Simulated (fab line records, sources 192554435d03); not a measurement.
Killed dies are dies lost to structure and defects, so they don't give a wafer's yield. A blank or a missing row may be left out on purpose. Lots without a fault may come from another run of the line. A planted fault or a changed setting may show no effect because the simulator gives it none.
Split-lot experiment | flow n5_finfet | 7 lots, 39 wafers read, on a route of 1938 steps

THE SPLIT
At N5_MIM_BOT_SPUTTER_00 (material TiN, target thk 35 nm, time 89.7 s), the setting time_s was moved away from the recipe's 89.7 s on 9 of the 39 wafers read, by -54.2% to -34.8%. The other wafers ran this setting at the recipe's value.

The reading is taken at the split's own step.

THE READING
TiN_of_MIM_BOT_SPUTTER_00.thk_nm (the simulator's own value, which no gauge read), in nm, at N5_MIM_BOT_SPUTTER_00 (material TiN, target thk 35 nm, time 89.7 s). The file gives no usual value for it. The 30 wafers here that ran the recipe average 35.1 nm, standard deviation 0.42 nm.

wafer  | tool, chamber at the split | time_s as run, s | against the recipe | TiN_of_MIM_BOT_SPUTTER_00.thk_nm, nm | against lot-mates on the recipe
L075.2 | pvd_sputter-02, -          | 89.7             | recipe             | 34.6                                 | -
L075.4 | pvd_sputter-02, -          | 89.7             | recipe             | 35                                   | -
L075.5 | pvd_sputter-02, -          | 89.7             | recipe             | 35.8                                 | -
L076.1 | pvd_sputter-01, -          | 89.7             | recipe             | 35.4                                 | -
L076.4 | pvd_sputter-01, -          | 89.7             | recipe             | 35.4                                 | -
L076.2 | pvd_sputter-01, -          | 89.7             | recipe             | 35                                   | -
L076.3 | pvd_sputter-01, -          | 89.7             | recipe             | 35.6                                 | -
L076.5 | pvd_sputter-01, -          | 89.7             | recipe             | 34.8                                 | -
L076.6 | pvd_sputter-01, -          | 89.7             | recipe             | 35.2                                 | -
L080.1 | pvd_sputter-02, -          | 89.7             | recipe             | 35                                   | -
L080.2 | pvd_sputter-02, -          | 50.13            | -44.1%             | 20                                   | -14.7
L080.3 | pvd_sputter-02, -          | 89.7             | recipe             | 34.4                                 | -
L080.4 | pvd_sputter-02, -          | 50.13            | -44.1%             | 18.8                                 | -15.9
L080.5 | pvd_sputter-02, -          | 50.13            | -44.1%             | 19.6                                 | -15.1
L080.6 | pvd_sputter-02, -          | 89.7             | recipe             | 34.6                                 | -
L085.1 | pvd_sputter-03, -          | 89.7             | recipe             | 35.4                                 | -
L085.3 | pvd_sputter-03, -          | 89.7             | recipe             | 35.4                                 | -
L085.2 | pvd_sputter-03, -          | 89.7             | recipe             | 34.6                                 | -
L085.4 | pvd_sputter-03, -          | 89.7             | recipe             | 35.2                                 | -
L085.6 | pvd_sputter-03, -          | 89.7             | recipe             | 35.2                                 | -
L085.5 | pvd_sputter-03, -          | 89.7             | recipe             | 35.8                                 | -
L087.1 | pvd_sputter-01, -          | 89.7             | recipe             | 35.6                                 | -
L087.2 | pvd_sputter-01, -          | 58.52            | -34.8%             | 23.4                                 | -11.7
L087.6 | pvd_sputter-01, -          | 58.52            | -34.8%             | 23.4                                 | -11.7
L087.3 | pvd_sputter-01, -          | 89.7             | recipe             | 34.8                                 | -
L087.5 | pvd_sputter-01, -          | 89.7             | recipe             | 34.8                                 | -
L087.4 | pvd_sputter-01, -          | 58.52            | -34.8%             | 22.8                                 | -12.3
L090.1 | pvd_sputter-02, -          | 89.7             | recipe             | 34.6                                 | -
L090.5 | pvd_sputter-02, -          | 89.7             | recipe             | 34.6                                 | -
L090.2 | pvd_sputter-02, -          | 89.7             | recipe             | 34.8                                 | -
L090.3 | pvd_sputter-02, -          | 41.04            | -54.2%             | 15.8                                 | -18.9
L090.4 | pvd_sputter-02, -          | 41.04            | -54.2%             | 16.8                                 | -17.9
L090.6 | pvd_sputter-02, -          | 41.04            | -54.2%             | 16                                   | -18.7
L091.1 | pvd_sputter-03, -          | 89.7             | recipe             | 35.6                                 | -
L091.6 | pvd_sputter-03, -          | 89.7             | recipe             | 35.6                                 | -
L091.2 | pvd_sputter-03, -          | 89.7             | recipe             | 34.4                                 | -
L091.3 | pvd_sputter-03, -          | 89.7             | recipe             | 34.8                                 | -
L091.4 | pvd_sputter-03, -          | 89.7             | recipe             | 34.8                                 | -
L091.5 | pvd_sputter-03, -          | 89.7             | recipe             | 34.8                                 | -

THE FIT
A straight line over all 39 wafers: TiN_of_MIM_BOT_SPUTTER_00.thk_nm changes by +0.348 nm for each +1% of time_s; r = +1.00; the points scatter about the line by 0.44 nm.
The same after taking each lot's own level away (the mean of its wafers on the recipe; 39 wafers): +0.342 nm for each +1%; r = +1.00; scatter 0.38 nm.
On that fit, the largest move of time_s shifts the reading by 19 nm.
The lots' own levels span 34.67 to 35.27 nm, that is 1.4 times the standard deviation above.
So the lot-to-lot level changes the slope little: the two slopes agree.
Check: with one of the wafers moved furthest among these (-54.2%) left out of the fit, the line predicts -18.5 nm for it against its lot-mates. It came out at -18.9 nm against them.

OTHER SPLITS ON THESE WAFERS
These wafers also went through other splits before the reading. Each is held against what the fit with the lots' levels taken away leaves over:
other split on the same wafers            | wafers away from the commonest value | r with TiN_of_MIM_BOT_SPUTTER_00.thk_nm (lot level and that fit taken away)
N5_BEOL_M10_TRENCH_ETCH_37 target_depth_a | 9                                    | +0.04

THE FILE'S OWN FIT
TiN_of_MIM_BOT_SPUTTER_00.thk_nm changes by +0.342 nm for each +1% of time_s, r = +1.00.
